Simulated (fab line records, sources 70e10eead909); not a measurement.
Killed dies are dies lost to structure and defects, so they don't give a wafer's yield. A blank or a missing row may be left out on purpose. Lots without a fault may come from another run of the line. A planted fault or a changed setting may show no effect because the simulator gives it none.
Tool commonality check | flow nand_harc | 3 lots, 9 wafers sampled

WHY IT WAS OPENED
At NHARC_END_SORT_01 the reading killed_at_periphery is flagged on 3 of 3 lots. Wafers without a fault read 3.7, standard deviation 2.5.
Rule: a lot is flagged when every wafer of it that has a number lies more than 4 standard deviations from that mean, or none has a number. The other lots count as sound.

lot  | measured     | on        | killed_at_periphery, wafer by wafer | flag
L109 | day 24 08:28 | prober-02 | 592 599 581                         | FLAGGED
L110 | day 24 09:13 | prober-01 | 594 596 607                         | FLAGGED
L108 | day 24 23:42 | prober-02 | 623 637 630                         | FLAGGED
The numbers of the flagged lots are 606.6 on average: +602.9 against the usual, or +99 or more standard deviations.

WHICH TOOL RAN EACH LOT
The record holds 2 process steps before the reading, out of a route of 1302 steps. In each cell: the tool, then ch and the chambers that the sampled wafers went through, then the start.
lot  | flag    | NHARC_P_ZERO_WELL_RTA_42        | NHARC_P_GATE_OXIDE_02
L109 | FLAGGED | rtp_anneal-01 ch 0, day 2 14:16 | furnace-07 ch 0, day 4 16:30 and furnace-01 ch 0, day 4 22:32
L110 | FLAGGED | rtp_anneal-01 ch 0, day 2 23:07 | furnace-07 ch 0, day 5 00:51
L108 | FLAGGED | rtp_anneal-02 ch 0, day 2 02:47 | furnace-03 ch 0, day 4 12:38
What these steps do:
- NHARC_P_ZERO_WELL_RTA_42: time 300 s.
- NHARC_P_GATE_OXIDE_02: material SiO2, target thk 37.5 nm, ox time 365 s.
- NHARC_END_SORT_01

FLAGGED OVER TOTAL, TOOL BY TOOL (the gauges that took the reading come last)
step                     | tool          | lots run | flagged | share of the flagged lots | sound lots run after its first flagged lot
NHARC_P_ZERO_WELL_RTA_42 | rtp_anneal-01 | 2        | 2       | some                      | 0
NHARC_P_ZERO_WELL_RTA_42 | rtp_anneal-02 | 1        | 1       | some                      | 0
NHARC_P_GATE_OXIDE_02    | furnace-01    | 1        | 1       | some                      | 0
NHARC_P_GATE_OXIDE_02    | furnace-03    | 1        | 1       | some                      | 0
NHARC_P_GATE_OXIDE_02    | furnace-07    | 2        | 2       | some                      | 0
NHARC_END_SORT_01        | prober-01     | 1        | 1       | some                      | 0
NHARC_END_SORT_01        | prober-02     | 2        | 2       | some                      | 0

WHAT THE TABLE ALLOWS
No row of the table ran every flagged lot.

WHAT THE SIMULATOR HAD PUT IN
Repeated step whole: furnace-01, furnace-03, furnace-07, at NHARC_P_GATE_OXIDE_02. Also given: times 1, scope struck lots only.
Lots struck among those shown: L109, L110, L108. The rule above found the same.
